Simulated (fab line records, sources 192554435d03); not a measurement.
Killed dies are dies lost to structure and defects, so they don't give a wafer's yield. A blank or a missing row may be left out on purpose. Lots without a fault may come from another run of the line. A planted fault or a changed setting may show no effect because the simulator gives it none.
Chamber matching | flow n5_finfet | N5_BEOL_M1_VIA_ETCH_34 on rie_diel-04: 4 sister chambers
The step etches the open film in C4F6/O2, target depth 67.8 nm, time 64.4 s. 20 wafers are shown with their chamber, then 10 later ones without.

WAFERS WITH THEIR CHAMBER
wafer  | chamber | showerhead_plenum_p_Torr (Torr) | throttle_valve_pct (%) | drypump_motor_current_A (A)
L074.3 | 0       | 2.83                            | 31.27                  | 5.7
L074.4 | 1       | 2.95                            | 30.74                  | 5.9
L074.5 | 3       | 2.69                            | 30.74                  | 5.5
L080.1 | 0       | 2.83                            | 31.26                  | 5.7
L080.4 | 2       | 2.82                            | 30.61                  | 5.8
L080.5 | 0       | 2.83                            | 31.26                  | 5.7
L077.1 | 3       | 2.68                            | 30.75                  | 5.5
L077.3 | 2       | 2.82                            | 30.62                  | 5.8
L077.6 | 0       | 2.83                            | 31.25                  | 5.7
L078.1 | 2       | 2.82                            | 30.62                  | 5.7
L078.4 | 3       | 2.68                            | 30.75                  | 5.5
L078.5 | 1       | 2.95                            | 30.73                  | 5.9
L082.1 | 2       | 2.82                            | 30.61                  | 5.8
L082.4 | 3       | 2.68                            | 30.74                  | 5.5
L082.5 | 1       | 2.95                            | 30.73                  | 5.9
L084.2 | 0       | 2.83                            | 31.25                  | 5.7
L084.5 | 2       | 2.82                            | 30.62                  | 5.7
L084.6 | 3       | 2.68                            | 30.74                  | 5.5
L085.2 | 3       | 2.68                            | 30.74                  | 5.5
L085.3 | 1       | 2.95                            | 30.75                  | 5.9

SIGNATURES (means of the wafers above)
reading                  | chamber 0 | chamber 1 | chamber 2 | chamber 3 | scatter within a chamber
showerhead_plenum_p_Torr | 2.8300    | 2.9500    | 2.8200    | 2.6817    | 0.00228
throttle_valve_pct       | 31.2580   | 30.7375   | 30.6160   | 30.7433   | 0.00711
drypump_motor_current_A  | 5.700     | 5.900     | 5.760     | 5.500     | 0.0274
Rule: a wafer's distance from a chamber is the root of the sum, over the readings, of the square of ((its reading less the chamber's mean) divided by the reading's scatter). The wafer belongs to the nearest chamber; if the next one is less than 2 further off, it can't be placed. The scatter: the root of (the sum of the squares of (reading less its chamber's mean) over the shown wafers, divided by (wafers less chambers)).

WAFERS WITHOUT THEIR CHAMBER
wafer  | showerhead_plenum_p_Torr (Torr) | throttle_valve_pct (%) | drypump_motor_current_A (A)
L085.5 | 2.68                            | 30.75                  | 5.5
L091.1 | 2.81                            | 30.56                  | 5.7
L091.4 | 2.82                            | 31.26                  | 5.7
L091.5 | 2.82                            | 31.26                  | 5.7
L095.4 | 2.94                            | 30.76                  | 5.9
L095.5 | 2.82                            | 31.28                  | 5.7
L095.6 | 2.68                            | 30.75                  | 5.5
L096.1 | 2.81                            | 30.57                  | 5.7
L096.3 | 2.67                            | 30.75                  | 5.5
L096.5 | 2.82                            | 31.27                  | 5.7

WHICH CHAMBER EACH WENT THROUGH
wafer  | from the rows above | in truth
L085.5 | 3                   | 3
L091.1 | 2                   | 2
L091.4 | 0                   | 0
L091.5 | 0                   | 0
L095.4 | 1                   | 1
L095.5 | 0                   | 0
L095.6 | 3                   | 3
L096.1 | 2                   | 2
L096.3 | 3                   | 3
L096.5 | 0                   | 0
Placed correctly: 10 of 10. Can't be placed from these rows: 0. Placed wrongly: 0.
